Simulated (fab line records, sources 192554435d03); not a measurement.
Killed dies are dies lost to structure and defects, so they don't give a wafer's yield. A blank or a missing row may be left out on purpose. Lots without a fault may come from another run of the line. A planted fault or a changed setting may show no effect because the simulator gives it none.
Split-lot experiment | flow n5_finfet | 7 lots, 21 wafers read, on a route of 1938 steps

THE SPLIT
At N5_PASSIVATION_ETCH_54 (etches SiO2 in CHF3/O2, target depth 880 nm, time 440 s), the setting source_w was moved away from the recipe's 650 W on 9 of the 21 wafers read, by -17.9% to +17.8%. The other wafers ran this setting at the recipe's value.

The reading is taken at the split's own step.

THE READING
rf_vpp_V, in V, at N5_PASSIVATION_ETCH_54 (etches SiO2 in CHF3/O2, target depth 880 nm, time 440 s). Fault-free wafers of this fab line usually give 525 V, standard deviation 4.4 V.

wafer  | tool, chamber at the split | source_w as run, W | against the recipe | rf_vpp_V, V | against lot-mates on the recipe
L077.3 | rie_diel-06, 3             | 743.7              | +14.4%             | 496         | -31
L077.4 | rie_diel-06, 2             | 650                | recipe             | 529         | -
L077.5 | rie_diel-06, 0             | 650                | recipe             | 525         | -
L078.2 | rie_diel-04, 2             | 650                | recipe             | 529         | -
L078.5 | rie_diel-04, 2             | 650                | recipe             | 530         | -
L078.6 | rie_diel-04, 1             | 741                | +14.0%             | 489         | -40
L082.1 | rie_diel-02, 2             | 650                | recipe             | 529         | -
L082.2 | rie_diel-02, 1             | 596.1              | -8.3%              | 550         | +21
L082.5 | rie_diel-02, 3             | 596.1              | -8.3%              | 541         | +12
L090.1 | rie_diel-02, 3             | 555.5              | -14.5%             | 560         | +39
L090.3 | rie_diel-02, 0             | 650                | recipe             | 521         | -
L090.6 | rie_diel-02, 2             | 555.5              | -14.5%             | 569         | +48
L091.1 | rie_diel-04, 0             | 650                | recipe             | 521         | -
L091.3 | rie_diel-04, 2             | 650                | recipe             | 529         | -
L091.4 | rie_diel-04, 1             | 533.7              | -17.9%             | 575         | +50
L095.1 | rie_diel-02, 0             | 765.5              | +17.8%             | 480         | -47
L095.3 | rie_diel-02, 2             | 650                | recipe             | 527         | -
L095.5 | rie_diel-02, 2             | 765.5              | +17.8%             | 485         | -42
L097.1 | rie_diel-06, 2             | 650                | recipe             | 528         | -
L097.2 | rie_diel-06, 3             | 650                | recipe             | 531         | -
L097.4 | rie_diel-06, 1             | 650                | recipe             | 530         | -

THE FIT
A straight line over all 21 wafers: rf_vpp_V changes by -2.51 V for each +1% of source_w; r = -0.99; the points scatter about the line by 3.8 V.
The same after taking each lot's own level away (the mean of its wafers on the recipe; 21 wafers): -2.62 V for each +1%; r = -0.99; scatter 4.1 V.
On that fit, the largest move of source_w shifts the reading by 47 V.
The lots' own levels span 521.0 to 529.7 V, that is 2.0 times the standard deviation above.
So the lot-to-lot level changes the slope little: the two slopes agree.
Check: with one of the wafers moved furthest among these (-17.9%) left out of the fit, the line predicts +46.8 V for it against its lot-mates. It came out at +50 V against them.
Tool readings at the split's step, against how far the setting was moved: rf_vpp_V r = -0.99.

OTHER SPLITS ON THESE WAFERS
These wafers also went through other splits before the reading. Each is held against what the fit with the lots' levels taken away leaves over:
other split on the same wafers     | wafers away from the commonest value | r with rf_vpp_V (lot level and that fit taken away)
N5_BEOL_M14_EXPOSE_25 dose_mj      | 5                                    | -0.39
N5_BEOL_M14_TRENCH_ETCH_34 bias_w  | 7                                    | +0.24
N5_BEOL_M15_DEP_53 time_s          | 8                                    | -0.23
N5_PASSIVATION_ETCH_15 bias_w      | 9                                    | +0.34
N5_PASSIVATION_PASS_ETCH_47 time_s | 7                                    | -0.19

THE WHOLE CHAIN: every reading that the file lists as answering this split, in the file's order
step                   | what it does                                            | reading                                                                       | change (the file's fit)              | r (the file's)
N5_PASSIVATION_ETCH_54 | etches SiO2 in CHF3/O2, target depth 880 nm, time 440 s | rf_vpp_V                                                                      | -2.62 V for each +1% of the setting  | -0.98
N5_PASSIVATION_ETCH_54 | etches SiO2 in CHF3/O2, target depth 880 nm, time 440 s | PASSIVATION.feature_depth_nm (the simulator's own value, which no gauge read) | +3.88 nm for each +1% of the setting | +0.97
N5_PASSIVATION_ETCH_54 | etches SiO2 in CHF3/O2, target depth 880 nm, time 440 s | etch.depth_nm (the simulator's own value, which no gauge read)                | +3.88 nm for each +1% of the setting | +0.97

THE FILE'S OWN FIT
rf_vpp_V changes by -2.62 V for each +1% of source_w, r = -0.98.
